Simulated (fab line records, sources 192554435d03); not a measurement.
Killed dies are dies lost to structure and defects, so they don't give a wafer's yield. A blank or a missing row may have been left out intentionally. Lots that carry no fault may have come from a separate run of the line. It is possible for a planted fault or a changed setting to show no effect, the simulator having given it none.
fab line records	flow n5_finfet
[record] lots = 11	wafers = 29	last_day = 17
route steps=1938 shown WELL_APT@56 PMOS_HMC_CHANNEL_EPI@57 BEOL_M4@1111 PASSIVATION@1936
lots that met no fault: taken from a fault-free run of the same line
start_h: start of the lot's first displayed wafer, in hours after the record's first day	wait_h: hours elapsed since this lot's preceding step	" same as the row above	L1.1+2: a row that stands for several wafers	- value missing, or start not given	* or withheld: withheld	< > ~ a bound
route shown NAME@n: names a module that has steps shown in the file, with the first one's number in the route	usual: mean and standard deviation over wafers with no fault	same: alike in all rows	chamber/n: place in a boat	sites: per-site readings	_std_site: the values' standard deviation	_edge_site: inner sites' mean taken away from outer sites' mean	radius_mm: how far each site lies from the wafer's centre	mask NAME#n: copy n	behind: the last tool/chamber to shape the wafer	hold: why the lot was held/for how many hours/how that ended	device: names the non-switching transistor (n, p or np)	end of line: the tests these same wafers got at the end of their route	where a step has no rows: the recipe by itself	killed: not the wafer's yield, but the dies lost to structure and defects at the first sort	map: the dies of a wafer, with x for killed, . for not killed, _ for no die there
set.NAME: the setting the step ran with; set.NAME@STEP: the setting that earlier step ran with	model.NAME: the simulator's own value behind a step, which no gauge read
route steps across a sampled set of lots; one table per step, one row per wafer
services: the hour from which a tool's chamber was out of use, counted from the record's first day as start_h (under 0 if before that day), plus the number of hours and why
[[steps]]
[step N5_WELL_APT_INSPECT_38]
[recipe] inspect_instrument = darkfield	mode = post_epi
[usual] raw_defect_count = 13/4.7
lot.wafer	tool	chamber	start_h	wait_h	raw_defect_count
L597.2	defect_inspect-02	-	35.14	0.4	11
L597.5	"	-	"	"	4
L597.6	"	-	"	"	7
L598.1	defect_inspect-02	-	41.19	0.5	9
L598.3	"	-	"	"	6
L598.6	"	-	"	"	4
L599.3	defect_inspect-02	-	46.90	0.3	10
L599.5	"	-	"	"	10
L599.6	"	-	"	"	15
L601.4	defect_inspect-02	-	59.93	0.3	14
L601.6	"	-	"	"	8
L604.3	defect_inspect-01	-	77.15	0.3	9
L604.4	"	-	"	"	12
L604.5	"	-	"	"	14
L606.1	defect_inspect-01	-	88.81	0.5	8
L606.4	"	-	"	"	13
L607.5	defect_inspect-02	-	95.18	0.2	13
L607.6	"	-	"	"	11
L613.1	defect_inspect-01	-	131.35	0.7	6
L613.5	"	-	"	"	5
L613.6	"	-	"	"	7
L615.2	defect_inspect-01	-	143.58	0.6	11
L615.4	"	-	"	"	8
L616.2	defect_inspect-02	-	148.66	0.4	15
L616.3	"	-	"	"	9
L616.4	"	-	"	"	13
L617.2	defect_inspect-02	-	154.61	0.4	11
L617.3	"	-	"	"	11
L617.6	"	-	"	"	14
[step N5_PMOS_HMC_CHANNEL_EPI_HM_DEP_34]
[recipe] material = SiO2	target_thk_a = 360	temp_c = 400	precursor = TEOS/O2	pressure_torr = 6.5	rf_w = 900	teos_flow_sccm = 161.4	gas = O2	flow_sccm = 2650	time_s = 6.9
[usual] heater_power_w = 564/93	showerhead_plenum_p_Torr = 8.32/0.031	showerhead_vpp_V = 1840/75	throttle_valve_pct = 19.1/1.6
lot.wafer	tool	chamber	start_h	wait_h	heater_power_w	showerhead_plenum_p_Torr	showerhead_vpp_V	throttle_valve_pct
L597.2	pecvd-04	1	35.18	0.0	578	8.37	1931	21.5
L597.5	"	0	"	"	488	8.26	1876	18.3
L597.6	"	1	"	"	581	8.36	1899	21.3
L598.1	pecvd-04	0	41.23	0.0	536	8.26	1875	18.6
L598.3	"	0	"	"	535	8.26	1843	18.5
L598.6	"	0	"	"	530	8.27	1881	18.0
L599.3	pecvd-03	1	46.94	0.0	682	8.32	1850	19.3
L599.5	"	1	"	"	693	8.32	1851	19.2
L599.6	"	0	"	"	587	8.32	1859	19.4
L601.4	pecvd-01	0	59.98	0.0	661	8.33	1702	18.0
L601.6	"	1	"	"	446	8.32	1768	20.8
L604.3	pecvd-03	2	77.19	0.0	443	8.32	2001	17.9
L604.4	"	0	"	"	738	8.29	1855	19.5
L604.5	"	2	"	"	454	8.31	1971	18.2
L606.1	pecvd-01	1	88.85	0.0	455	8.33	1780	20.7
L606.4	"	1	"	"	443	8.32	1800	20.6
L607.5	pecvd-04	0	95.25	0.1	492	8.28	1852	18.5
L607.6	"	1	"	"	676	8.35	1896	21.5
L613.1	pecvd-01	1	131.39	0.0	427	8.33	1799	20.9
L613.5	"	0	"	"	587	8.35	1733	18.7
L613.6	"	2	"	"	467	8.35	1849	17.1
L615.2	pecvd-01	1	143.61	0.0	507	8.32	1759	20.8
L615.4	"	2	"	"	391	8.35	1874	16.8
L616.2	pecvd-04	0	148.70	0.0	530	8.28	1863	18.6
L616.3	"	1	"	"	701	8.36	1880	21.3
L616.4	"	1	"	"	696	8.38	1919	21.3
L617.2	pecvd-01	1	154.65	0.0	577	8.31	1798	20.7
L617.3	"	2	"	"	430	8.34	1829	16.8
L617.6	"	1	"	"	562	8.34	1780	20.7
[step N5_PMOS_HMC_CHANNEL_EPI_EXPOSE_06]
[recipe] mask_id = PMOS_HMC_BLK	na = 1.35	source_shape = conventional	sigma_outer = 0.8	polarization = unpolarized	target_cd_nm = 240	dose_mj = 41
[usual] exposure_dose_mJ_cm2 = 41.04/0.16
lot.wafer	tool	chamber	start_h	wait_h	mask	exposure_dose_mJ_cm2
L597.2	arfi_scanner-02	0	35.35	-	PMOS_HMC_BLK#0	40.98
L597.5	"	0	"	"	PMOS_HMC_BLK#0	40.92
L597.6	"	0	"	"	PMOS_HMC_BLK#0	41.02
L598.1	arfi_scanner-03	0	41.52	-	PMOS_HMC_BLK#0	41.34
L598.3	"	0	"	"	PMOS_HMC_BLK#0	41.31
L598.6	"	0	"	"	PMOS_HMC_BLK#0	41.33
L599.3	arfi_scanner-01	0	47.23	-	PMOS_HMC_BLK#0	40.92
L599.5	"	0	"	"	PMOS_HMC_BLK#0	40.97
L599.6	"	0	"	"	PMOS_HMC_BLK#0	40.98
L601.4	arfi_scanner-02	0	60.14	-	PMOS_HMC_BLK#0	41.07
L601.6	"	0	"	"	PMOS_HMC_BLK#0	40.99
L604.3	arfi_scanner-02	0	77.36	-	PMOS_HMC_BLK#0	40.87
L604.4	"	0	"	"	PMOS_HMC_BLK#0	40.83
L604.5	"	0	"	"	PMOS_HMC_BLK#0	40.91
L606.1	arfi_scanner-02	0	89.13	-	PMOS_HMC_BLK#0	41.01
L606.4	"	0	"	"	PMOS_HMC_BLK#0	40.95
L607.5	arfi_scanner-02	0	95.41	-	PMOS_HMC_BLK#0	41.01
L607.6	"	0	"	"	PMOS_HMC_BLK#0	40.95
L613.1	arfi_scanner-01	0	131.67	-	PMOS_HMC_BLK#0	40.96
L613.5	"	0	"	"	PMOS_HMC_BLK#0	40.95
L613.6	"	0	"	"	PMOS_HMC_BLK#0	40.94
L615.2	arfi_scanner-01	0	143.90	-	PMOS_HMC_BLK#0	40.96
L615.4	"	0	"	"	PMOS_HMC_BLK#0	40.96
L616.2	arfi_scanner-01	0	148.86	-	PMOS_HMC_BLK#0	40.96
L616.3	"	0	"	"	PMOS_HMC_BLK#0	40.94
L616.4	"	0	"	"	PMOS_HMC_BLK#0	40.86
L617.2	arfi_scanner-02	0	154.93	-	PMOS_HMC_BLK#0	40.93
L617.3	"	0	"	"	PMOS_HMC_BLK#0	40.93
L617.6	"	0	"	"	PMOS_HMC_BLK#0	40.97
[step N5_PMOS_HMC_CHANNEL_EPI_CD_MEAS_09]
[recipe] target_cd_nm = 237.4	landing_energy_ev = 500	detector = se_inlens
[usual] cd_nm = 237.6/1
lot.wafer	tool	chamber	start_h	wait_h	cd_nm
L597.2	cd_sem-02	0	35.47	-	239.7
L597.5	"	0	"	"	239.2
L597.6	"	0	"	"	238.7
L598.1	cd_sem-01	0	41.65	-	237.8
L598.3	"	0	"	"	239.6
L598.6	"	0	"	"	239.0
L599.3	cd_sem-02	0	47.34	-	238.1
L599.5	"	0	"	"	238.8
L599.6	"	0	"	"	237.5
L601.4	cd_sem-02	0	60.25	-	237.1
L601.6	"	0	"	"	237.7
L604.3	cd_sem-01	0	77.47	-	237.5
L604.4	"	0	"	"	269.1
L604.5	"	0	"	"	271.6
L606.1	cd_sem-02	0	89.25	-	234.9
L606.4	"	0	"	"	272.5
L607.5	cd_sem-03	0	95.52	-	272.0
L607.6	"	0	"	"	238.3
L613.1	cd_sem-03	0	131.79	-	238.6
L613.5	"	0	"	"	237.8
L613.6	"	0	"	"	237.5
L615.2	cd_sem-02	0	144.02	-	235.7
L615.4	"	0	"	"	237.2
L616.2	cd_sem-01	0	148.98	-	237.7
L616.3	"	0	"	"	238.0
L616.4	"	0	"	"	237.4
L617.2	cd_sem-02	0	155.05	-	236.6
L617.3	"	0	"	"	237.6
L617.6	"	0	"	"	235.4
[step N5_PMOS_HMC_CHANNEL_EPI_INSPECT_11]
[recipe] mode = adi	inspect_instrument = macro
[usual] raw_defect_count = 2.0/1.4
lot.wafer	tool	chamber	start_h	wait_h	raw_defect_count
L597.2	defect_inspect-01	-	35.52	0.0	6
L597.5	"	-	"	"	2
L597.6	"	-	"	"	0
L598.1	defect_inspect-01	-	41.70	0.0	1
L598.3	"	-	"	"	0
L598.6	"	-	"	"	1
L599.3	defect_inspect-01	-	47.39	0.0	0
L599.5	"	-	"	"	2
L599.6	"	-	"	"	2
L601.4	defect_inspect-02	-	60.30	0.0	5
L601.6	"	-	"	"	2
L604.3	defect_inspect-01	-	77.52	0.0	3
L604.4	"	-	"	"	1
L604.5	"	-	"	"	4
L606.1	defect_inspect-01	-	89.31	0.0	3
L606.4	"	-	"	"	1
L607.5	defect_inspect-01	-	95.57	0.0	2
L607.6	"	-	"	"	0
L613.1	defect_inspect-02	-	131.85	0.0	3
L613.5	"	-	"	"	2
L613.6	"	-	"	"	4
L615.2	defect_inspect-01	-	144.07	0.0	3
L615.4	"	-	"	"	2
L616.2	defect_inspect-01	-	149.03	0.0	5
L616.3	"	-	"	"	1
L616.4	"	-	"	"	0
L617.2	defect_inspect-02	-	155.11	0.0	3
L617.3	"	-	"	"	0
L617.6	"	-	"	"	3
[step N5_BEOL_M4_RC_MEAS_101]
[usual] DIBL_N = 36.3/1.6	DIBL_P = 36.2/2.1	IOFF_N = 0.16/0.031	IOFF_P = 0.21/0.034	ION_N = 673/11	ION_P = 461/7.4	SS_N = 71.6/0.55	SS_P = 73.3/0.66	VT_N = 251/3.2	VT_P = -251/3.5
lot.wafer	tool	chamber	start_h	wait_h	DIBL_N[mV/V]	DIBL_P[mV/V]	IOFF_N[nA/um]	IOFF_P[nA/um]	ION_N[uA/um]	ION_P[uA/um]	SS_N[mV/dec]	SS_P[mV/dec]	VT_N[mV]	VT_P[mV]
L597.2	prober-01	0	180.04	0.2	37.1	37.1	0.18	0.21	673	458	72.1	74.2	248	-250
L597.5	"	0	"	"	34.0	33.1	0.12	0.16	648	447	71.8	72.7	254	-255
L597.6	"	0	"	"	35.2	35.2	0.15	0.18	679	456	72.0	73.1	250	-254
L598.1	prober-02	0	185.05	0.0	36.0	35.8	0.14	0.22	661	460	72.0	73.4	255	-250
L598.3	"	0	"	"	38.8	39.2	0.20	0.28	679	467	71.9	74.3	249	-244
L598.6	"	0	"	"	38.9	39.4	0.19	0.28	675	473	72.2	74.7	248	-244
L599.3	prober-01	0	188.45	0.3	34.0	34.1	0.12	0.20	665	465	70.5	73.1	253	-249
L599.5	"	0	"	"	35.5	35.7	0.15	0.21	666	461	70.8	73.2	251	-247
L599.6	"	0	"	"	32.7	32.4	0.11	0.18	669	468	70.6	72.9	256	-252
L601.4	prober-01	0	205.19	0.5	34.9	34.1	0.12	0.17	655	452	70.8	72.7	253	-255
L601.6	"	0	"	"	36.1	35.5	0.14	0.18	669	454	71.9	72.6	255	-254
L604.3	prober-01	0	211.20	0.3	34.6	34.2	0.14	0.17	675	458	71.9	73.1	252	-255
L604.4	"	0	"	"	36.0	36.7	0.18	0.20	683	469	71.6	73.8	249	-251
L604.5	"	0	"	"	35.9	36.5	0.17	0.20	694	469	72.3	74.3	249	-252
L606.1	prober-02	0	229.28	0.0	34.2	36.2	0.13	0.19	672	466	70.9	72.7	253	-252
L606.4	"	0	"	"	36.3	38.6	0.17	0.24	689	475	71.2	74.0	247	-247
L607.5	prober-01	0	236.93	0.6	35.9	35.5	0.14	0.17	669	451	70.9	72.5	252	-256
L607.6	"	0	"	"	36.2	36.6	0.14	0.18	660	453	71.2	73.5	251	-256
L613.1	prober-01	0	268.94	0.0	36.5	37.0	0.16	0.20	669	462	72.3	73.6	251	-249
L613.5	"	0	"	"	36.2	36.8	0.15	0.20	665	460	71.2	73.7	251	-251
L613.6	"	0	"	"	35.5	34.7	0.13	0.17	661	452	71.5	73.0	256	-253
L615.2	prober-01	0	281.13	0.2	36.8	35.2	0.15	0.19	667	454	71.3	73.0	253	-254
L615.4	"	0	"	"	38.1	37.4	0.17	0.21	689	464	71.6	74.0	246	-253
L616.2	prober-01	0	295.65	0.2	34.2	32.7	0.10	0.14	656	455	70.4	71.8	257	-254
L616.3	"	0	"	"	37.2	37.0	0.15	0.19	667	456	71.2	72.6	251	-253
L616.4	"	0	"	"	36.9	36.4	0.14	0.19	666	463	71.6	72.9	252	-255
L617.2	prober-01	0	298.01	0.2	37.9	38.5	0.19	0.23	687	466	71.7	74.6	248	-249
L617.3	"	0	"	"	39.1	41.1	0.23	0.28	697	472	73.3	74.0	245	-248
L617.6	"	0	"	"	39.1	41.7	0.25	0.29	708	478	72.5	74.3	243	-248
[step N5_PASSIVATION_PROBE_49]
[usual] defect_limited_yield = 91.5/1.5	killed_at_M0_to_M3 = 32/9.4	killed_at_M4_up = 12/5.1	killed_at_contacts = 11/7.4	killed_at_front_end = 41/11	killed_at_other = 3.4/2.5	killed_dies = 100/17	killed_on_rim = 13/4.4	killed_open = 65/14	killed_short = 33/7	sort_bin_5_function = 4.9/0.96	sort_bin_6_memory = 3.1/0.7	sort_bin_8_speed = 0.00/0.01	sort_n_pass = 1080/17	sort_yield_pct = 91.5/1.5
[same] gross_dies = 1180	killed_at_back_side = 0	sort_bin_4_leakage[%] = 0
lot.wafer	tool	chamber	start_h	wait_h	defect_limited_yield[%]	killed_at_M0_to_M3	killed_at_M4_up	killed_at_contacts	killed_at_front_end	killed_at_other	killed_dies	killed_on_rim	killed_open	killed_short	sort_bin_5_function[%]	sort_bin_6_memory[%]	sort_bin_8_speed[%]	sort_n_pass	sort_yield_pct[%]
L598.1	prober-02	-	289.72	0.0	88.5	30	14	7	79	6	136	21	77	58	7.1	3.8	0	1044	88.5
L598.3	prober-02	-	289.82	0.1	89.3	31	16	9	64	6	126	21	81	43	5.7	4.7	0	1054	89.3
L598.6	prober-02	-	289.97	0.3	91.6	27	18	15	33	6	99	13	65	32	5.3	2.7	0	1081	91.6
L604.3	prober-02	-	305.21	0.1	88.7	40	15	6	71	1	133	28	99	34	7.1	3.6	0	1047	88.7
L604.4	prober-02	-	305.26	0.2	82.5	49	23	11	121	2	206	63	74	40	6.6	2.9	0	974	82.5
L604.5	prober-02	-	305.31	0.2	72.6	46	7	4	266	0	323	96	89	33	5.8	4.2	0	857	72.6
L607.5	prober-01	-	326.59	0.2	78.2	28	9	5	211	4	257	83	75	31	4.7	3.9	0	923	78.2
L607.6	prober-01	-	326.64	0.3	91.5	38	10	13	38	1	100	9	68	21	4.9	2.5	0	1080	91.5
L606.1	prober-01	-	327.45	0.0	91.5	21	20	8	45	6	100	8	61	38	5.5	2.5	0	1080	91.5
L606.4	prober-01	-	327.60	0.2	75.3	22	9	16	243	2	292	87	62	28	4.8	2.5	0	888	75.3
L613.1	prober-02	-	355.34	0.0	90.1	53	11	2	45	6	117	18	77	40	5.1	4.6	0	1063	90.1
// killed by level:class
L598.1 FIN_SAQP:geometric_particle:open=18 STI_FIN_REVEAL:geometric_particle:open=18 GATE_CUT:geometric_particle:short=16 FIN_SAQP:geometric_particle:short=10 BEOL_M0_SAQP:geometric_particle:open=10 BEOL_M0_SAQP:geometric_particle:short=10 BEOL_M3:geometric_particle:open=5 STI_FIN_REVEAL:geometric_particle:short=5
L598.3 STI_FIN_REVEAL:geometric_particle:open=14 GATE_CUT:geometric_particle:short=14 BEOL_M3:geometric_particle:open=14 FIN_SAQP:geometric_particle:open=11 BEOL_M4:geometric_particle:open=9 BEOL_M0_SAQP:geometric_particle:open=6 DUMMY_GATE:geometric_particle:open=5 GATE_CUT:geometric_particle:open=5
L598.6 MOL_CONTACT_COAG:geometric_particle:open=13 STI_FIN_REVEAL:geometric_particle:open=9 GATE_CUT:geometric_particle:short=8 BEOL_M2:geometric_particle:open=7 BEOL_M3:geometric_particle:open=6 BEOL_M5:geometric_particle:short=5 STI_FIN_REVEAL:geometric_particle:short=5 BEOL_M0_SAQP:geometric_particle:open=5
L604.3 FIN_SAQP:geometric_particle:open=24 BEOL_M1:geometric_particle:open=12 STI_FIN_REVEAL:geometric_particle:open=11 BEOL_M2:geometric_particle:open=9 FIN_SAQP:geometric_particle:short=7 STI_FIN_REVEAL:geometric_particle:short=7 BEOL_M0_SAQP:geometric_particle:open=7 GATE_CUT:geometric_particle:open=6
L604.4 PMOS_HMC_CHANNEL_EPI:area_expose=92 BEOL_M0_SAQP:geometric_particle:open=14 BEOL_M0_SAQP:geometric_particle:short=13 BEOL_M4:geometric_particle:open=13 BEOL_M2:geometric_particle:open=10 FIN_SAQP:geometric_particle:open=9 MOL_CONTACT_COAG:geometric_particle:open=7 STI_FIN_REVEAL:geometric_particle:open=5
L604.5 PMOS_HMC_CHANNEL_EPI:area_expose=198 BEOL_M2:geometric_particle:open=22 FIN_SAQP:geometric_particle:open=20 FIN_SAQP:geometric_particle:short=14 BEOL_M0_SAQP:geometric_particle:open=8 BEOL_M1:geometric_particle:open=7 GATE_CUT:geometric_particle:short=7 STI_FIN_REVEAL:geometric_particle:open=6
L607.5 PMOS_HMC_CHANNEL_EPI:area_expose=151 FIN_SAQP:geometric_particle:open=19 STI_FIN_REVEAL:geometric_particle:open=17 FIN_SAQP:geometric_particle:short=11 BEOL_M0_SAQP:geometric_particle:open=9 BEOL_M3:geometric_particle:open=6 STI_FIN_REVEAL:geometric_particle:short=5 BEOL_M0_SAQP:geometric_particle:short=5
L607.6 MOL_CONTACT_COAG:geometric_particle:open=12 HKMG_FIN:area_etch=11 BEOL_M0_SAQP:geometric_particle:open=9 STI_FIN_REVEAL:geometric_particle:open=8 BEOL_M1:geometric_particle:open=8 BEOL_M4:geometric_particle:open=8 BEOL_M0_SAQP:geometric_particle:short=7 BEOL_M3:geometric_particle:open=7
L606.1 FIN_SAQP:geometric_particle:open=10 STI_FIN_REVEAL:geometric_particle:open=10 FIN_SAQP:geometric_particle:short=9 BEOL_M4:geometric_particle:open=8 MOL_CONTACT_COAG:geometric_particle:open=6 BEOL_M0_SAQP:geometric_particle:open=4 BEOL_M3:geometric_particle:open=4 BEOL_M4:geometric_particle:short=4
L606.4 PMOS_HMC_CHANNEL_EPI:area_expose=202 MOL_CONTACT_COAG:geometric_particle:open=12 STI_FIN_REVEAL:geometric_particle:open=11 FIN_SAQP:geometric_particle:open=7 BEOL_M0_SAQP:geometric_particle:open=6 DUMMY_GATE:geometric_particle:open=5 FIN_SAQP:geometric_particle:short=4 ILD0:geometric_particle:short=4
L613.1 BEOL_M0_SAQP:geometric_particle:short=18 BEOL_M0_SAQP:geometric_particle:open=14 FIN_SAQP:geometric_particle:open=11 STI_FIN_REVEAL:geometric_particle:open=9 BEOL_M3:geometric_particle:open=7 BEOL_M1:geometric_particle:open=6 BEOL_M2:geometric_particle:open=6 FIN_SAQP:geometric_particle:short=5
[[services]]
tool	chamber	start_h	hours	kind
arfi_scanner-01	-	11.19	0.9	repair
pecvd-04	-	12.25	0.9	repair
pecvd-01	1	13.05	5.0	scheduled_down
arfi_scanner-03	-	52.64	0.8	pm
arfi_scanner-02	-	60.58	1.0	pm
arfi_scanner-02	0	69.37	-	calibration
arfi_scanner-02	-	75.34	1.0	pm
pecvd-04	2	76.54	22.8	repair
pecvd-04	-	76.90	2.8	pm
arfi_scanner-02	-	81.55	0.8	repair
arfi_scanner-01	-	93.42	1.3	pm
arfi_scanner-03	-	93.68	1.3	pm
pecvd-04	2	99.45	17.2	repair
arfi_scanner-01	-	100.98	1.0	pm
arfi_scanner-01	-	102.40	1.1	repair
arfi_scanner-02	-	105.45	1.3	pm
arfi_scanner-02	-	119.59	0.8	pm
arfi_scanner-01	-	121.42	4.9	pm
arfi_scanner-03	-	132.83	1.0	pm
pecvd-04	-	135.85	0.9	repair
pecvd-03	0	146.19	21.5	repair
arfi_scanner-01	-	147.55	1.0	pm
pecvd-04	1	148.80	8.8	repair
arfi_scanner-03	-	151.99	1.0	pm
[[key]]
[first_sign] step = N5_PMOS_HMC_CHANNEL_EPI_CD_MEAS_09	reading = cd_nm	direction = up	sigmas = 34	usual = 237.6	struck = 271.3
[effect] step = N5_PASSIVATION_PROBE_49	reading = killed_at_front_end	direction = up	sigmas = 16	usual = 41	struck = 210
[more_kills_born_at] N5_PMOS_HMC_CHANNEL_EPI_EXPOSE_06@arfi_scanner-02 = 643
met_at N5_PMOS_HMC_CHANNEL_EPI_EXPOSE_06
struck_lots L604,L606,L607
struck_wafers L604.4,L604.5,L606.4,L607.5
[baseline_loss] step = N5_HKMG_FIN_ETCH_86	wafers = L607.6
not_acting_at N5_WELL_APT_INSPECT_38,N5_PMOS_HMC_CHANNEL_EPI_HM_DEP_34,N5_PMOS_HMC_CHANNEL_EPI_INSPECT_11
onset_between 60.14 77.36
[fault] kind = process_parameter_drift	tool = arfi_scanner-02	chamber = -	onset_h = 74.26	steps = N5_PMOS_HMC_CHANNEL_EPI_EXPOSE_06	channel = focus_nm	offset = 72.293	shape = step	end_h = 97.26	scope = struck_wafers_only
// baseline_loss: these wafers lose ten dies or more at that step, a loss of the line's own and not of a fault; the sort's usual values leave them out
